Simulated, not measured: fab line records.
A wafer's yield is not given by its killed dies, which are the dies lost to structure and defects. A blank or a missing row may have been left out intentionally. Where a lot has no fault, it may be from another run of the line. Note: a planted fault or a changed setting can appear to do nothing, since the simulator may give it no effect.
Matching of chambers ; flow nand-harc ; ald-hk-02 running NHARC_A_CHANNEL_FILL_D1_ALD_16: 4 sister chambers
The step deposits SiO2, target thk 1.5 nm, pulse time 10 s, ald cycles 15. 8 wafers are shown with their chamber, then 7 later ones without.

EACH WAFER AND ITS CHAMBER
wafer;chamber;heater-power-w (W);precursor-pulse-height-rel
L610.3;3;409;0.985
L609.3;2;503;0.963
L609.6;1;475;0.963
L614.3;1;489;0.967
L614.4;0;453;0.957
L614.6;3;398;0.984
L617.1;2;520;1.019
L617.3;0;464;1.018

WAFERS WITH NO CHAMBER GIVEN
wafer;heater-power-w (W);precursor-pulse-height-rel
L617.5;478;0.967
L623.2;445;0.993
L623.5;500;0.969
L623.6;403;0.990
L625.2;506;0.982
L625.3;505;0.978
L625.4;442;0.975

WHICH CHAMBER EACH WENT THROUGH
wafer;from the rows above;in truth
L617.5;can't be placed: 1 or 0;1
L623.2;0;0
L623.5;can't be placed: 2 or 1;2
L623.6;3;3
L625.2;can't be placed: 2 or 1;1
L625.3;can't be placed: 2 or 1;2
L625.4;0;0
Placed correctly: 3 of 7. Cannot be placed on the basis of these rows: 4; the candidates contain the true chamber in 4. Placed wrongly: 0.
How it was worked out, from the rows above alone: a wafer's distance from a chamber is the root of the sum, over the readings, of the square of ((its reading less the chamber's mean) divided by the reading's scatter). The wafer belongs to the nearest chamber; if the next one is less than 2 further off, it can't be placed. Each chamber's mean is taken over the wafers shown for it. The scatter is the square root of a quotient: the sum, over the shown wafers, of each reading's squared deviation from its chamber's mean, divided by wafers minus chambers.
